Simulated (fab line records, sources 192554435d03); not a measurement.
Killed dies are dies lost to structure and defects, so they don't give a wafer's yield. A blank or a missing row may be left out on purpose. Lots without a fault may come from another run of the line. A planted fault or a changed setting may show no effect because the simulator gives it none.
Chamber matching | flow n5_finfet | N5_BEOL_M13_ETCH_68 on rie_diel-01: 4 sister chambers
The step etches SOC in N2/H2, time 355 s. 8 wafers are shown with their chamber, then 9 later ones without.

WAFERS WITH THEIR CHAMBER
wafer  | chamber | showerhead_plenum_p_Torr (Torr) | drypump_motor_current_A (A)
L081.6 | 2       | 2.44                            | 5.1
L086.3 | 3       | 2.52                            | 6.0
L086.6 | 2       | 2.43                            | 5.2
L090.4 | 0       | 2.61                            | 6.1
L090.5 | 1       | 2.46                            | 6.4
L089.1 | 1       | 2.46                            | 6.3
L089.2 | 0       | 2.61                            | 6.1
L089.6 | 3       | 2.51                            | 6.0

WAFERS WITHOUT THEIR CHAMBER
wafer  | showerhead_plenum_p_Torr (Torr) | drypump_motor_current_A (A)
L092.1 | 2.45                            | 6.4
L092.2 | 2.61                            | 6.1
L092.5 | 2.43                            | 5.1
L093.1 | 2.43                            | 5.1
L093.2 | 2.61                            | 6.0
L093.5 | 2.45                            | 6.3
L096.2 | 2.45                            | 6.3
L096.5 | 2.51                            | 6.0
L096.6 | 2.60                            | 6.1

WHICH CHAMBER EACH WENT THROUGH
wafer  | from the rows above | in truth
L092.1 | 1                   | 1
L092.2 | 0                   | 0
L092.5 | 2                   | 2
L093.1 | 2                   | 2
L093.2 | 0                   | 0
L093.5 | 1                   | 1
L096.2 | 1                   | 1
L096.5 | 3                   | 3
L096.6 | 0                   | 0
Placed correctly: 9 of 9. Can't be placed from these rows: 0. Placed wrongly: 0.
How it was worked out, from the rows above alone: a wafer's distance from a chamber is the root of the sum, over the readings, of the square of ((its reading less the chamber's mean) divided by the reading's scatter). The wafer belongs to the nearest chamber; if the next one is less than 2 further off, it can't be placed. A chamber's mean is the mean of its shown wafers. The scatter: the root of (the sum of the squares of (reading less its chamber's mean) over the shown wafers, divided by (wafers less chambers)).
